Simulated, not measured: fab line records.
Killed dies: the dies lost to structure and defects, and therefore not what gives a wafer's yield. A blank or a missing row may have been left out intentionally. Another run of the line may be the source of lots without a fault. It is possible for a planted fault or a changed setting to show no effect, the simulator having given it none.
Struck lot and sound lot, side by side ; flow n5_finfet ; 36 steps out of a route of 1938
Sound: wafers L612.3, L612.4, L612.5. Struck: wafer L616.5. (L616.2 of the same lot was not struck and is left out.) The cause comes at the end.
Each step with rows lists, per side, the tool, then ch with its chambers, then its first start. Under that, the readings that differ: sound wafers ; struck wafers ; difference of the means ; sigmas: that difference in standard deviations of wafers without a fault.
alike: a reading whose means differ by less than 2 such deviations, as well as words and numbers matching on both sides. not compared: withheld readings; readings where some wafer has no value; bounds like >300 that might hide an equal value; numbers whose values overlap and for which the record gives no deviation.
Wherever a step has rows on one side only, a row that says differs or no value, or a row with sigmas, the two part there. Non-overlapping numbers with no deviation appear without sigmas and do not part them. A reading that every wafer of one side lacks parts them only if that side has two wafers or more.

first, 8 steps without rows for these wafers: N5_BEOL_M4_SPUTTER_96 (material Cu, target thk 4.5 nm, time 8.29 s); N5_BEOL_M4_ECD_50 (material Cu, target thk 300 nm); N5_BEOL_M4_ANNEAL_51 (time 90 s); N5_BEOL_M4_CMP_52 (polishes, stops on SiOC, t overpolish 6.8 s, target thk 40 nm); N5_BEOL_M4_PRE_CLEAN_60 (time 15 s); N5_BEOL_M4_CO_CAP_55 (material Co, precursor CCTBA/H2, target thk 2 nm, time 102.1 s); N5_BEOL_M4_PRE_CLEAN_56 (time 15 s); N5_BEOL_M4_DEP_57 (deposits SiCN from 3MS/NH3, target thk 8 nm, time 14 s).
N5_BEOL_M5_ILD_DEP_00: deposits SiCOH lowk from DEMS/porogen, target thk 140.64 nm, time 25.9 s.
  sound on pecvd-04 ch 0,2, day 11 03:27; struck on pecvd-04 ch 2, day 12 06:38
reading;sound;struck;difference;sigmas
model.SiCOH_lowk_of_BEOL_M5_ILD_DEP_00.thk_nm (nm);141.8 143.6 142;106.6;-35.9;
  alike: heater_power_w, showerhead_plenum_p_Torr, throttle_valve_pct
then, 1 step without rows for these wafers: N5_BEOL_M5_CURE_79 (cures SiCOH lowk, time 240 s).
N5_BEOL_M5_THK_MEAS_01:
  sound: film_metro-02 at day 11 04:05; struck: film_metro-02 at day 12 07:13
reading;sound;struck;difference;sigmas
M5_ILD_THK (nm);121.9 123.6 122.0;91.5;-31.0;-16
then, 23 steps without rows for these wafers: N5_BEOL_M5_PECVD_70 (deposits SiO2 from TEOS/O2, target thk 16 nm, time 18 s); N5_BEOL_M5_HM_DEP_02 (deposits TiN, target thk 20 nm); N5_BEOL_M5_COAT_59 (time 60 s, resist thk 60 nm); N5_BEOL_M5_COAT_60 (time 60 s, resist thk 12 nm); N5_BEOL_M5_COAT_71 (time 60 s, resist thk 5 nm); N5_BEOL_M5_COAT_05 (resist thk 30 nm); N5_BEOL_M5_EBR_07; N5_BEOL_M5_SOFTBAKE_06 (time 60 s); N5_BEOL_M5_EXPOSE_08 (exposes mask M5, target cd 28 nm); N5_BEOL_M5_PEB_09 (peb time 60 s); N5_BEOL_M5_DEVELOP_10 (develop time 30 s); N5_BEOL_M5_DESCUM_16 (chemistry O2, time 7 s); N5_BEOL_M5_ETCH_72 (etches underlayer in N2/H2, target depth 6.5 nm, time 5.2 s); N5_BEOL_M5_ETCH_61 (etches SiARC in CF4, target depth 15.6 nm, time 26 s); N5_BEOL_M5_ETCH_62 (etches SOC in N2/H2, target depth 75 nm, overetch 15 nm, time 112.5 s); N5_BEOL_M5_STRIP_63 (strips in N2/H2); N5_BEOL_M5_STRIP_73 (strips in N2/H2); N5_BEOL_M5_STRIP_64 (strips in CF4); N5_BEOL_M5_HM_OPEN_17 (chemistry Cl2/BCl3, target TiN, target depth 20 nm, overetch 6 nm); N5_BEOL_M5_STRIP_19 (strips in O2); N5_BEOL_M5_COAT_65 (time 60 s, resist thk 60 nm); N5_BEOL_M5_COAT_66 (time 60 s, resist thk 12 nm); N5_BEOL_M5_COAT_74 (time 60 s, resist thk 5 nm).
N5_BEOL_M5_CMP_52: polishes, stops on SiCOH lowk, t overpolish 6.9 s, target thk 62 nm.
  sound on cmp-02 ch 2,3, day 11 14:52; struck on cmp-04 ch 2, day 12 16:31
reading;sound;struck;difference;sigmas
model.SiCOH_lowk_of_BEOL_M5_ILD_DEP_00.thk_nm (nm);119 120.6 119.2;88.6;-31.0;
  alike: motor_current_A, slurry_flow_ml_min
-- record jumps: 4 days separate the struck wafers' starts on either side; left off in module BEOL_M5, taken up again in module PASSIVATION, whose first shown step is the route's number 1936 --
N5_PASSIVATION_PROBE_49:
  sound: prober-01 at day 15 06:32; struck: prober-01 at day 16 12:44
reading;sound;struck;difference;sigmas
killed_at_M0_to_M3;39 29 42;68;+31;+3
  alike: defect_limited_yield, killed_at_M4_up, killed_at_contacts, killed_at_front_end, killed_at_other, killed_dies, killed_open, killed_short, sort_bin_5_function, sort_bin_6_memory, sort_bin_8_speed, sort_n_pass, sort_yield_pct

## WHERE THEY PART
Last at N5_PASSIVATION_PROBE_49 as far as this record goes, first at N5_BEOL_M5_THK_MEAS_01.

WHY: whatever the simulator had introduced
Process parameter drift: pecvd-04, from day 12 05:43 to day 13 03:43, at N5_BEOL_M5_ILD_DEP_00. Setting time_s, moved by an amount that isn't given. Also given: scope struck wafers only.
